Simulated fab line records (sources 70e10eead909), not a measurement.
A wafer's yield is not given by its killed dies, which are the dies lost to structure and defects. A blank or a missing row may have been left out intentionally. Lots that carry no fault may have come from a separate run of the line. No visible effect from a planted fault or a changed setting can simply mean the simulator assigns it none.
Comparing a struck lot with a sound one    flow nand harc    15 steps out of a route of 1302
Sound: these wafers, L602.1, L602.4, L602.5. Struck: wafer L607.1 (left out: L607.4, L607.6 of the same lot, which were not struck); the cause appears at the end.
Each step with rows lists, per side, the tool, then ch with its chambers, then its first start. Under that, the readings that differ: sound wafers    struck wafers    difference of the means    sigmas: that difference in standard deviations of wafers without a fault.
alike: a reading whose means differ by less than 2 such deviations, as well as words and numbers matching on both sides. not compared: withheld readings; readings where some wafer has no value; bounds like >300 that might hide an equal value; numbers whose values overlap and for which the record gives no deviation.
Wherever a step has rows on one side only, a row that says differs or no value, or a row with sigmas, the two part there. When numbers do not overlap yet have no deviation, they are printed without sigmas and do not part them. A reading missing from all wafers of one side parts the sides only when that side holds two or more wafers.

first, 9 steps without rows for these wafers: NHARC_THIN_TSV_PVD_24 (deposits Al, target thk 800 nm); NHARC_THIN_TSV_DEHYDRATE_25 (time 120 s); NHARC_THIN_TSV_HMDS_26 (time 30 s); NHARC_THIN_TSV_COAT_27; NHARC_THIN_TSV_SOFTBAKE_28 (time 95 s); NHARC_THIN_TSV_EBR_29; NHARC_THIN_TSV_EXPOSE_30 (exposes mask PAD); NHARC_THIN_TSV_PEB_31 (peb time 85 s); NHARC_THIN_TSV_DEVELOP_32 (time 70 s).
NHARC_THIN_TSV_CD_MEAS_33: target cd 5000 nm.
  sound on cd sem-02 ch 0, day 27 08:23; struck on cd sem-03 ch 0, day 29 08:38
  alike: cd nm
then, 1 step without rows for these wafers: NHARC_THIN_TSV_HARDBAKE_34 (time 80 s).
NHARC_THIN_TSV_DESCUM_35: chemistry O2, time 3 s.
  sound on rie diel-05 ch 0,3, day 27 08:34; struck on rie diel-05 ch 1, day 29 08:47
reading                          sound           struck  difference  sigmas
showerhead plenum p Torr (Torr)  2.00 2.00 1.89  1.78    -0.18       -2
  alike: drypump motor current A, mfc ar sccm, o2 flow sccm, oes product au, rf vpp V, throttle valve pct
  not compared: rf hours counter h
NHARC_THIN_TSV_ETCH_59: etches the open film in Cl2/BCl3, target depth 880 nm, time 138.1 s.
  sound on rie metal-03 ch 0,1, day 27 08:41; struck on rie metal-03 ch 1, day 29 08:58
reading                sound              struck  difference  sigmas
oes product au (a.u.)  0.979 1.000 0.995  0.915   -0.076      -8
  alike: drypump motor current A, rf fwd power W, throttle valve pct
  not compared: rf hours counter h
NHARC_THIN_TSV_ETCH_36: etches the open film in Cl2/BCl3, target depth 65 nm, time 18.571 s.
  sound on rie metal-03 ch 0,1, day 27 08:57; struck on rie metal-03 ch 1, day 29 09:11
  alike: drypump motor current A, oes product au
  not compared: rf hours counter h
NHARC_END_SORT_01:
  sound on prober-02 ch 0, day 27 18:23; struck on prober-01 ch 0, day 29 17:53
reading                   sound           struck  difference  sigmas
defect limited yield (%)  92.2 94.7 92.9  6.1     -87.2       -35
killed at other           1 0 1           587     +586        +99 or more
killed at periphery       3 1 2           10      +8          +3
killed dies               53 36 48        636     +590        +35
sort_bin_3_pct (%)        0.7 0.3 1.0     87.6    +86.9       +99 or more
sort n pass               624 641 629     41      -590        -35
sort rim yield pct (%)    91 91 93        5       -87         -19
sort yield pct (%)        92.2 94.7 92.9  6.1     -87.2       -35
  alike: killed at array, killed open, killed short, sort_bin_2_pct, sort_bin_4_pct

WHERE THEY PART
First at NHARC_THIN_TSV_DESCUM_35; last, within this record, at NHARC_END_SORT_01.

WHY: whatever the simulator had introduced
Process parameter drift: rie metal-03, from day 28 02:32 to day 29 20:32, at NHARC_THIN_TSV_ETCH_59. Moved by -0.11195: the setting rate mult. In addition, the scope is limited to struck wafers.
